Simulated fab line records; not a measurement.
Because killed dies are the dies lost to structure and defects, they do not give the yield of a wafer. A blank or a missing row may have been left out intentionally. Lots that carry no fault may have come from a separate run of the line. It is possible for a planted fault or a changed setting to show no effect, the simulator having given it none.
fab line records    flow nand-harc
record lots=5  wafers=14  last-day=31
route steps=1302 shown A_BLC@1119 END@1302
lots untouched by any fault: they come from a run of this same line in which no faults occurred
start-h: hours from the record's opening day to when the first of the lot's shown wafers began    wait-h: time in hours since the lot's previous step    " same as the row above    L1.1+2: a single row standing in for several wafers    - value missing, or start not given    * or withheld: withheld    < > ~ a bound
route shown NAME@n: names a module that has steps shown in the file, with the first one's number in the route    usual: average and standard deviation across the fault-free wafers    same: alike in all rows    chamber/n: place in a boat    sites: each site's reading    _std_site: standard deviation across them    _edge_site: mean of outer sites minus mean of inner sites    radius-mm: for every site, how far away it sits from the centre of the wafer    mask NAME#n: copy n    behind: the most recent tool/chamber to have shaped the wafer    hold: cause of the lot's hold/its duration in hours/its outcome    device: whichever transistor did not switch (one of n, p or np)    end of line: tests of these same wafers at the route's end    where a step has no rows: the recipe by itself    killed: at the first sort, the dies lost to defects and structure; wafer yield is something else    map: dies across one wafer; x = killed, . = not, _ = none there
set.NAME: the setting the step ran with; set.NAME@STEP: the setting that earlier step ran with    model.NAME: the simulator's own value behind a step, which no gauge read
lots at selected steps of the route; one table per step, one row per wafer
services: when a tool's chamber went out of use (start-h, in hours from the record's first day, below 0 if earlier), for how many hours, and the reason
## steps
# step NHARC_A_BLC_INSPECT_12
# usual raw-defect-count=91/36
lot.wafer  tool               chamber  start-h  wait-h  raw-defect-count
L662.1     defect-inspect-02  -        546.00   0.0     22
L662.3     "                  -        "        "       19
L662.5     "                  -        "        "       20
L663.3     defect-inspect-01  -        568.11   0.0     67
L663.4     "                  -        "        "       56
L676.2     defect-inspect-01  -        653.97   0.0     150
L676.3     "                  -        "        "       158
L676.4     "                  -        "        "       134
L674.2     defect-inspect-02  -        656.44   0.0     78
L674.3     "                  -        "        "       67
L674.4     "                  -        "        "       83
L678.3     defect-inspect-01  -        699.60   0.0     67
L678.5     "                  -        "        "       69
L678.6     "                  -        "        "       84
# step NHARC_A_BLC_DESCUM_15
# recipe time-s=3  o2-flow-sccm=200  ar-flow-sccm=0  bias-power-w=0  chemistry=O2
# usual drypump-motor-current-A=5.7/0.66  oes-product-au=1.003/0.008  rf-vpp-V=57.9/0.81  showerhead-plenum-p-Torr=1.94/0.073  throttle-valve-pct=11.310/0.009
lot.wafer  tool         chamber  start-h  wait-h  drypump-motor-current-A  oes-product-au  rf-hours-counter-h  rf-vpp-V  showerhead-plenum-p-Torr  throttle-valve-pct
L662.1     rie-diel-11  2        546.06   0.1     6.5                      1.005           8                   59.4      1.97                      11.324
L662.3     "            3        "        "       6.3                      1.011           7                   57.4      1.81                      11.304
L662.5     "            2        "        "       6.5                      0.995           -                   59.2      1.97                      11.325
L663.3     rie-diel-10  1        568.19   0.1     5.1                      1.002           10                  58.8      1.99                      11.306
L663.4     "            2        "        "       6.5                      0.995           9                   57.1      1.96                      11.301
L676.2     rie-diel-11  3        654.03   0.1     6.4                      1.003           3                   57.8      1.81                      11.300
L676.4     "            1        "        "       4.9                      1.020           3                   57.0      1.90                      11.306
L676.3     "            2        "        "       6.5                      0.994           3                   58.2      1.97                      11.315
L674.2     rie-diel-10  2        656.50   0.1     6.4                      0.998           5                   57.9      1.96                      11.302
L674.3     "            0        "        "       6.4                      1.005           5                   57.6      1.94                      11.302
L674.4     "            1        "        "       5.0                      0.993           5                   58.5      1.99                      11.318
L678.3     rie-diel-11  1        699.68   0.1     4.9                      1.011           6                   57.2      1.89                      11.311
L678.5     "            2        "        "       6.5                      0.989           -                   58.9      1.97                      11.302
L678.6     "            1        "        "       4.9                      1.011           -                   57.2      1.90                      11.323
# step NHARC_A_BLC_ETCH_16
# recipe target-depth-a=390  over-etch-frac=0.3  time-s=65  ion-energy-ev=80  cf4-flow-sccm=150  ar-flow-sccm=0  rf-w=300  bias-w=100  chemistry=CF4
# step NHARC_A_BLC_ETCH_17
# recipe target-depth-a=3900  over-etch-frac=0.25  time-s=609.38  ion-energy-ev=200  n2-flow-sccm=150  h2-flow-sccm=150  ar-flow-sccm=0  rf-w=400  bias-w=150  chemistry=N2/H2
# usual drypump-motor-current-A=5.8/0.66  oes-product-au=1.003/0.0068  rf-vpp-V=431.1/2.3  showerhead-plenum-p-Torr=2.06/0.08  throttle-valve-pct=14.172/0.0086
lot.wafer  tool         chamber  start-h  wait-h  drypump-motor-current-A  oes-product-au  rf-hours-counter-h  rf-vpp-V  showerhead-plenum-p-Torr  throttle-valve-pct
L662.1     rie-diel-11  2        -        -       6.5                      0.998           8                   432.8     2.10                      14.157
L662.3     "            3        "        "       6.3                      1.005           8                   428.5     1.93                      14.162
L662.5     "            2        "        "       6.5                      0.991           -                   432.2     2.10                      14.167
L663.3     rie-diel-10  1        -        -       5.1                      1.001           11                  432.9     2.12                      14.172
L663.4     "            3        "        "       5.0                      1.005           9                   434.2     2.16                      14.181
L676.3     rie-diel-11  0        -        -       5.3                      1.011           3                   432.8     2.14                      14.165
L676.2     "            1        "        "       4.9                      1.003           3                   430.2     2.02                      14.179
L676.4     "            3        "        "       6.3                      0.998           3                   427.0     1.93                      14.167
L674.2     rie-diel-10  1        -        -       5.1                      0.998           5                   433.3     2.12                      14.180
L674.3     "            2        "        "       6.4                      1.003           5                   431.9     2.09                      14.160
L674.4     "            3        "        "       5.0                      1.024           5                   434.1     2.16                      14.175
L678.3     rie-diel-11  1        -        -       4.9                      1.010           6                   429.9     2.02                      14.186
L678.5     "            2        "        "       6.5                      1.003           -                   431.3     2.10                      14.172
L678.6     "            1        "        "       4.9                      1.003           -                   432.1     2.02                      14.187
# step NHARC_A_BLC_ETCH_18
# recipe target-depth-a=9100  c4f8-flow-sccm=20  o2-flow-sccm=10  ar-flow-sccm=withheld  rf-w=600  bias-w=1500  chemistry=C4F8/O2/Ar
# step NHARC_A_BLC_CD_MEAS_19
# usual cd-nm=100.5/1.6
lot.wafer  tool       chamber  start-h  wait-h  cd-nm
L662.1     cd-sem-02  -        547.10   -       99.2
L662.3     "          -        "        "       101.6
L662.5     "          -        "        "       100.1
L663.3     cd-sem-03  -        569.14   -       101.3
L663.4     "          -        "        "       101.0
L676.2     cd-sem-03  -        655.02   -       100.8
L676.3     "          -        "        "       100.5
L676.4     "          -        "        "       100.1
L674.2     cd-sem-02  -        657.47   -       96.6
L674.3     "          -        "        "       98.9
L674.4     "          -        "        "       97.1
L678.3     cd-sem-03  -        700.82   -       100.8
L678.5     "          -        "        "       100.9
L678.6     "          -        "        "       100.2
# step NHARC_A_BLC_STRIP_29
# recipe cf4-flow-sccm=150  ar-flow-sccm=0  bias-w=0  chemistry=CF4
# usual drypump-motor-current-A=5.7/0.64  oes-product-au=1.003/0.0083  rf-vpp-V=59.5/0.88  showerhead-plenum-p-Torr=1.80/0.062  throttle-valve-pct=13.284/0.0089
lot.wafer  tool         chamber  start-h  wait-h  drypump-motor-current-A  oes-product-au  rf-hours-counter-h  rf-vpp-V  showerhead-plenum-p-Torr  throttle-valve-pct
L662.3     rie-diel-10  0        547.17   0.1     6.4                      1.009           9                   59.9      1.80                      13.260
L662.1     "            2        "        "       6.4                      1.004           8                   59.2      1.81                      13.276
L662.5     "            0        "        "       6.4                      1.002           -                   60.2      1.80                      13.295
L663.3     rie-diel-11  2        569.22   0.1     6.5                      0.996           10                  58.9      1.82                      13.278
L663.4     "            3        "        "       6.3                      1.009           -                   59.5      1.68                      13.297
L676.2     rie-diel-10  2        655.10   0.1     6.5                      0.991           4                   59.8      1.81                      13.289
L676.3     "            3        "        "       5.0                      1.011           5                   60.4      1.86                      13.267
L676.4     "            1        "        "       5.0                      0.999           5                   59.6      1.83                      13.284
L674.2     rie-diel-10  3        657.54   0.1     5.1                      1.014           5                   61.2      1.86                      13.294
L674.4     "            0        "        "       6.4                      1.002           5                   60.0      1.80                      13.261
L674.3     "            1        "        "       5.1                      1.002           5                   60.1      1.83                      13.286
L678.3     rie-diel-11  1        700.89   0.1     4.9                      1.002           6                   58.8      1.75                      13.280
L678.6     "            1        "        "       4.9                      1.004           -                   59.3      1.75                      13.289
L678.5     "            2        "        "       6.5                      0.991           -                   59.7      1.82                      13.289
# step NHARC_A_BLC_STRIP_21
# recipe o2-flow-sccm=500  ar-flow-sccm=0  bias-w=0  chemistry=O2
# step NHARC_A_BLC_STRIP_22
# recipe time-s=600  temp-c=30  chemistry=post-etch-residue-remover
# step NHARC_A_BLC_DEGAS_30
# recipe temp-c=300  time-s=60
# step NHARC_A_BLC_PRE_CLEAN_31
# recipe time-s=15  bias-v=250  gas=Ar
# step NHARC_A_BLC_PVD_32
# recipe target-thk-a=50  chamber-pressure-pa=5  power-w=5000  substrate-temp-c=200  time-s=17.7  material=Ti
# usual throttle-valve-pct=30.3/0.77
lot.wafer  tool            chamber  start-h  wait-h  throttle-valve-pct
L662.1     pvd-sputter-02  -        -        -       28.8
L662.3     "               -        "        "       30.8
L662.5     "               -        "        "       29.4
L663.3     pvd-sputter-03  -        -        -       30.5
L663.4     "               -        "        "       29.1
L676.2     pvd-sputter-03  -        -        -       30.0
L676.4     "               -        "        "       29.4
L676.3     "               -        "        "       29.8
L674.3     pvd-sputter-03  -        -        -       30.1
L674.2     "               -        "        "       29.2
L674.4     "               -        "        "       29.8
L678.3     pvd-sputter-03  -        -        -       29.8
L678.5     "               -        "        "       30.1
L678.6     "               -        "        "       30.5
# step NHARC_A_BLC_ALD_23
# recipe target-thk-a=30  pulse-time-s=1  ald-cycles=150  temp-c=450  material=TiN
# usual ald-cycles=150/0  heater-power-w=1019/89  precursor-pulse-height-rel=1.000/0.02
lot.wafer  tool          chamber  start-h  wait-h  ald-cycles  heater-power-w  precursor-pulse-height-rel
L662.1     ald-metal-01  0        547.96   -       150         1163            1.015
L662.3     "             1        "        "       150         956             1.026
L662.5     "             0        "        "       150         1156            0.999
L663.3     ald-metal-01  3        570.03   -       71          917             1.004
L663.4     "             3        "        "       71          878             1.011
L676.4     ald-metal-03  0        655.89   -       150         993             1.015
L676.3     "             2        "        "       150         1089            1.012
L676.2     "             3        "        "       150         973             1.008
L674.4     ald-metal-01  2        658.33   -       150         1012            0.990
L674.3     "             3        "        "       150         912             1.016
L674.2     "             0        "        "       150         1156            0.999
L678.3     ald-metal-02  2        701.72   -       150         1092            1.006
L678.6     "             1        "        "       150         1146            0.999
L678.5     "             2        "        "       150         1105            0.998
# step NHARC_A_BLC_CVD_24
# recipe target-thk-a=1500  temp-c=300  pressure-torr=40  wf6-flow-sccm=40  h2-flow-sccm=1600  ar-flow-sccm=1560  time-s=434  material=W
# usual heater-power-w=501/67  throttle-valve-pct=8.0/0.31
lot.wafer  tool      chamber  start-h  wait-h  heater-power-w  throttle-valve-pct
L662.1     cvd-w-02  1        -        -       451             8.5
L662.3     "         1        "        "       458             8.7
L662.5     "         1        "        "       462             8.5
L663.3     cvd-w-01  0        -        -       615             7.8
L663.4     "         1        "        "       509             8.0
L676.2     cvd-w-02  1        -        -       460             8.1
L676.3     "         1        "        "       449             8.4
L676.4     "         1        "        "       460             8.3
L674.2     cvd-w-02  1        -        -       452             8.3
L674.3     "         1        "        "       441             8.2
L674.4     "         1        "        "       454             7.9
L678.3     cvd-w-01  0        -        -       609             8.1
L678.5     "         0        "        "       632             8.0
L678.6     "         1        "        "       516             8.3
# step NHARC_END_SORT_01
# recipe temp-c=25
# usual killed-at-array=54/16  killed-at-other=0.6/0.86  killed-at-periphery=3.8/2.6  killed-dies=58/16  killed-open=3.3/1.8  killed-short=2.7/1.7
# same gross-dies=677
lot.wafer  tool       chamber  start-h  wait-h  killed-at-array  killed-at-other  killed-at-periphery  killed-dies  killed-open  killed-short
L663.3     prober-02  0        614.11   3.1     671              0                6                    677          3            1
L663.4     prober-02  0        614.91   3.4     675              0                2                    677          1            6
# killed by level:class
L663.3 A_BLC:area-ald=621 A_CHANNEL_HOLE_D2:chamber-film-flake=30 P_STI:chamber-film-flake=5 A_CONTACT:chamber-film-flake=5 A_CHANNEL_HOLE_D1:chamber-film-flake=4 A_STAIRCASE:chamber-film-flake=3 A_WL_FILL:chamber-film-flake=2 A_M0:chamber-film-flake=2
L663.4 A_BLC:area-ald=625 A_CHANNEL_HOLE_D2:chamber-film-flake=32 A_SLIT:chamber-film-flake=3 A_CONTACT:chamber-film-flake=3 A_CHANNEL_HOLE_D1:geometric-particle:short=2 A_STAIRCASE:chamber-film-flake=2 A_M0:chamber-film-flake=2 P_STI:geometric-particle:short=1
# map L663.3 (x killed, . not)
____________x____________
_________xxxxxxx_________
_______xxxxxxxxxxx_______
______xxxxxxxxxxxxx______
_____xxxxxxxxxxxxxxx_____
____xxxxxxxxxxxxxxxxx____
____xxxxxxxxxxxxxxxxx____
___xxxxxxxxxxxxxxxxxxx___
___xxxxxxxxxxxxxxxxxxx___
__xxxxxxxxxxxxxxxxxxxxx__
__xxxxxxxxxxxxxxxxxxxxx__
_xxxxxxxxxxxxxxxxxxxxxxx_
_xxxxxxxxxxxxxxxxxxxxxxx_
_xxxxxxxxxxxxxxxxxxxxxxx_
_xxxxxxxxxxxxxxxxxxxxxxx_
_xxxxxxxxxxxxxxxxxxxxxxx_
xxxxxxxxxxxxxxxxxxxxxxxxx
xxxxxxxxxxxxxxxxxxxxxxxxx
xxxxxxxxxxxxxxxxxxxxxxxxx
xxxxxxxxxxxxxxxxxxxxxxxxx
xxxxxxxxxxxxxxxxxxxxxxxxx
_xxxxxxxxxxxxxxxxxxxxxxx_
_xxxxxxxxxxxxxxxxxxxxxxx_
_xxxxxxxxxxxxxxxxxxxxxxx_
_xxxxxxxxxxxxxxxxxxxxxxx_
_xxxxxxxxxxxxxxxxxxxxxxx_
__xxxxxxxxxxxxxxxxxxxxx__
__xxxxxxxxxxxxxxxxxxxxx__
___xxxxxxxxxxxxxxxxxxx___
___xxxxxxxxxxxxxxxxxxx___
____xxxxxxxxxxxxxxxxx____
____xxxxxxxxxxxxxxxxx____
_____xxxxxxxxxxxxxxx_____
______xxxxxxxxxxxxx______
_______xxxxxxxxxxx_______
_________xxxxxxx_________
____________x____________
# map L662.3 (x killed, . not)
____________.____________
_________...x..._________
_______..........._______
______..x..........______
_____.......x......._____
____.x...............____
____...x.............____
___...................___
___...................___
__.....................__
__...x......x..........__
_......................._
_............x.....x...._
_......................._
_......................._
_................x......_
...x................x....
.........................
x........................
.........................
.......x.................
_......................._
_......................._
_......................._
_......................._
_....x......x.x........._
__.....................__
__.....................__
___...................___
___................x..___
____...............x.____
____....x.......x.xxx____
_____..............._____
______............x______
_______x.........._______
_________x......_________
____________.____________
## services
tool            chamber  start-h  hours  kind
rie-diel-11     1        524.46   4.9    repair
ald-metal-01    -        526.00   10.0   pm
pvd-sputter-03  -        535.22   10.0   pm
rie-diel-11     0        539.56   -      clean
cvd-w-01        -        547.00   13.0   pm
ald-metal-01    0        559.72   28.3   repair
rie-diel-10     0        561.69   2.5    repair
ald-metal-03    -        568.00   10.0   pm
rie-diel-11     1        569.09   6.0    repair
rie-diel-10     -        596.62   9.0    pm
rie-diel-11     -        609.56   9.0    pm
ald-metal-02    -        610.00   10.0   pm
cvd-w-02        0        624.32   3.1    repair
cvd-w-02        -        631.00   13.0   pm
pvd-sputter-02  -        638.07   10.0   pm
cvd-w-02        0        652.54   12.4   repair
ald-metal-02    0        664.44   3.1    repair
cvd-w-01        1        664.81   9.3    repair
rie-diel-10     3        669.20   6.2    repair
ald-metal-03    2        673.66   8.9    repair
rie-diel-10     0        683.29   3.8    repair
rie-diel-10     2        689.45   8.3    repair
ald-metal-01    3        689.82   4.1    repair
rie-diel-11     3        699.31   1.8    repair
## key
first-sign step=NHARC_A_BLC_ALD_23  reading=ald-cycles  direction=down  sigmas=99+  usual=150  struck=71
effect step=NHARC_END_SORT_01  reading=killed-at-array  direction=up  sigmas=39  usual=54  struck=673
more-kills-born-at NHARC_A_BLC_ALD_23@ald-metal-01=1246
met-at NHARC_A_BLC_ALD_23
struck-wafers L663.3,L663.4
later-rows-left-out L663.3,L663.4
tester-left-out L663
onset-between 547.96 570.03
fault kind=process-parameter-drift  tool=ald-metal-01  chamber=-  onset-h=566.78  steps=NHARC_A_BLC_ALD_23  channel=ald-cycles  offset=-79  shape=step  end-h=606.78  scope=struck-wafers-only  acts-in=these-recipes-only  stated=150
# tester-left-out: of these lots the tester's yield and bins aren't shown, on N5 and GAA mostly nor the transistor test; their killed dies are dies lost to structure and defects alone, not to doping, threshold or leakage, so they don't give the yield
# later-rows-left-out: the simulator's readings of these wafers behind a module that went badly wrong aren't trusted and aren't shown, but for the sort
